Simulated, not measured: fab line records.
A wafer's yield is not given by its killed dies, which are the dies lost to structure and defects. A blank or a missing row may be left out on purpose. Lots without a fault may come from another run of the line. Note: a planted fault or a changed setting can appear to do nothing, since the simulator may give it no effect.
Problem report in the 8D (eight disciplines) form, filled by code | flow nandHarc | the parts of the form that need people (team, actions taken, sign-off) are left out

## 1. PROBLEM STATEMENT
At NHARC_A_CHANNEL_HOLE_D1_SOFTBAKE_05, heaterPowerTotalW averages 181.12 W over 6 wafers from 2 lots, while fault-free wafers read 188.45 W, standard deviation 0.14. That is -52 standard deviations from the usual mean.
The step: time 55 s.
First seen on wafer L835.2, day 16 03:00, on lithoTrack-01. At this step, 39 wafers from 13 lots have a number in the record. By rule, "out" or "out of limits" means more than 4 standard deviations away from the usual mean. All remaining wafers that have a number are taken as sound.

## 2. WHAT IT IS AND WHAT IT IS NOT
question                    | is                     | is not
which readings at this step | heaterPowerTotalW      | -
which lots                  | L835, L838             | L816, L819, L820, L821, L823, L824, L825, L828, L829, L837, L839
which wafers of those lots  | all that have a number | -
read on which tools         | lithoTrack-01          | lithoTrack-04, lithoTrack-06
when                        | from day 16 03:00      | up to then (27 sound wafers); but 6 sound wafers of L837, L839 came after

## 3. WHAT RULES OUT EACH SUSPECT
Counting: a tool at a process step up to the reading stays a suspect if it ran every lot that is out and no sound lot after the first of them.
- lithoTrack-01 at NHARC_A_CHANNEL_HOLE_D1_SOFTBAKE_05 (time 55 s): kept. Every lot that is out went through it, starting with L835 (day 16 03:00), and after that it ran no sound lot; the last sound lot it ran before then is L829 (day 13 20:00). On those wafers its own readings are out: heaterPowerTotalW.
Left after counting: lithoTrack-01 at NHARC_A_CHANNEL_HOLE_D1_SOFTBAKE_05.

## 4. THE CAUSE (what the simulator had put in)
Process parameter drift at NHARC_A_CHANNEL_HOLE_D1_SOFTBAKE_05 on lithoTrack-01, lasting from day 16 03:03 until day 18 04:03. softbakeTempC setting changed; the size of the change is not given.
This tool alone remained once counting was done.

## 5. THE EFFECT CHAIN, in route order
Each row: a reading where the mean over the struck wafers with a number is more than 3 standard deviations away from the usual. Only readings for which the record gives a usual standard deviation are gone through. hours: the time from each lot's start at the first step in this table that gives one to its start at this step, as a median over the lots. sigmas: the change in usual standard deviations.
hours | step                                | reading           | usual    | on struck wafers | change | sigmas
0     | NHARC_A_CHANNEL_HOLE_D1_SOFTBAKE_05 | heaterPowerTotalW | 188.45 W | 181.12           | -7.33  | -52
Process steps it contains:
- NHARC_A_CHANNEL_HOLE_D1_SOFTBAKE_05: time 55 s.
Later steps that measure or inspect, where all struck wafers having a row at the step show a number for every such reading and not one has moved that far: NHARC_END_SORT_01.

## 6. WHAT WOULD HAVE CAUGHT IT SOONER
In this record the first reading out of limits was taken at day 16 03:00.
